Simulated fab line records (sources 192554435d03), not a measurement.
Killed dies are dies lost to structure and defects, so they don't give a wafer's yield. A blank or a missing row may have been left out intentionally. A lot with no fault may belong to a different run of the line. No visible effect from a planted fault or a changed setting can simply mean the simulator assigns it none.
Split-lot experiment	flow n5-finfet	7 lots, 39 wafers read, on a route of 1938 steps

## ON THE SPLIT
At N5_DUMMY_GATE_ETCH_37 (etches SOC in N2/H2, target depth 60 nm, overetch 30 nm), the setting source-w was moved away from the recipe's 840 W on 18 of the 39 wafers read, by -17.3% to +16.1%. For the rest of the wafers, this setting stayed at what the recipe calls for.

Reading taken at the split's own step.

## THE READING
rf-vpp-V, in V, at N5_DUMMY_GATE_ETCH_37 (etches SOC in N2/H2, target depth 60 nm, overetch 30 nm). A value of 523.5 V with a standard deviation of 2.6 V is what fault-free wafers of this fab line usually give.

wafer	tool, chamber at the split	source-w as run, W	against the recipe	rf-vpp-V, V	against lot-mates on the recipe
L074.1	rie-diel-02, 2	840	recipe	526.4	-
L074.2	rie-diel-02, 3	840	recipe	525.6	-
L074.3	rie-diel-02, 1	956.1	+13.8%	502.7	-23.1
L074.4	rie-diel-02, 2	840	recipe	525.5	-
L074.5	rie-diel-02, 1	956.1	+13.8%	503.6	-22.2
L074.6	rie-diel-02, 3	956.1	+13.8%	503.0	-22.8
L076.1	rie-diel-06, 3	975	+16.1%	497.4	-28.3
L076.2	rie-diel-06, 1	975	+16.1%	495.4	-30.3
L076.3	rie-diel-06, 2	840	recipe	527.7	-
L076.4	rie-diel-06, 1	975	+16.1%	495.1	-30.6
L076.5	rie-diel-06, 3	840	recipe	522.4	-
L076.6	rie-diel-06, 2	840	recipe	526.9	-
L081.1	rie-diel-02, 0	931.2	+10.9%	504.0	-20.4
L081.2	rie-diel-02, 3	840	recipe	526.2	-
L081.3	rie-diel-02, 1	931.2	+10.9%	507.3	-17.1
L081.4	rie-diel-02, 1	840	recipe	524.0	-
L081.5	rie-diel-02, 0	840	recipe	522.9	-
L081.6	rie-diel-02, 3	931.2	+10.9%	508.5	-15.9
L085.1	rie-diel-04, 3	794.9	-5.4%	535.0	+13.4
L085.2	rie-diel-04, 1	840	recipe	523.5	-
L085.3	rie-diel-04, 0	840	recipe	520.3	-
L085.4	rie-diel-04, 1	794.9	-5.4%	534.2	+12.6
L085.5	rie-diel-04, 3	794.9	-5.4%	534.3	+12.7
L085.6	rie-diel-04, 0	840	recipe	521.0	-
L089.1	rie-diel-06, 3	840	recipe	520.9	-
L089.2	rie-diel-06, 2	840	recipe	527.5	-
L089.3	rie-diel-06, 0	695	-17.3%	559.0	+33.5
L089.4	rie-diel-06, 1	695	-17.3%	552.6	+27.1
L089.5	rie-diel-06, 3	695	-17.3%	555.2	+29.7
L089.6	rie-diel-06, 2	840	recipe	528.2	-
L090.1	rie-diel-04, 1	840	recipe	522.7	-
L090.2	rie-diel-04, 0	840	recipe	520.4	-
L090.4	rie-diel-04, 1	840	recipe	522.2	-
L094.1	rie-diel-04, 1	782.5	-6.8%	534.3	+12.1
L094.2	rie-diel-04, 0	782.5	-6.8%	532.2	+10.0
L094.3	rie-diel-04, 3	782.5	-6.8%	537.3	+15.1
L094.4	rie-diel-04, 3	840	recipe	524.3	-
L094.5	rie-diel-04, 1	840	recipe	522.1	-
L094.6	rie-diel-04, 0	840	recipe	520.2	-

FIT RESULTS
A straight line over all 39 wafers: rf-vpp-V changes by -1.71 V for each +1% of source-w; r = -0.99; the points scatter about the line by 2.5 V.
The same after taking each lot's own level away (the mean of its wafers on the recipe; 39 wafers): -1.77 V for each +1%; r = -0.99; scatter 2.1 V.
Per that fit: largest source-w move, reading shift of 30 V.
From 521.60 to 525.83 V: that is the span of the lots' own levels, equal to 1.6 times the standard deviation above.
The two slopes are in agreement: the lot-to-lot level therefore moves the slope only a little.
Check: for one of the wafers moved furthest among these (-17.3%), held out of the fit, the line's prediction against its lot-mates is +30.5 V. It came out at +33.5 V against them.
Tool readings at the split's step, against how far the setting was moved: rf-vpp-V r = -0.99.

## THE FILE'S OWN FIT
rf-vpp-V changes by -1.76 V for each +1% of source-w, r = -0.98.
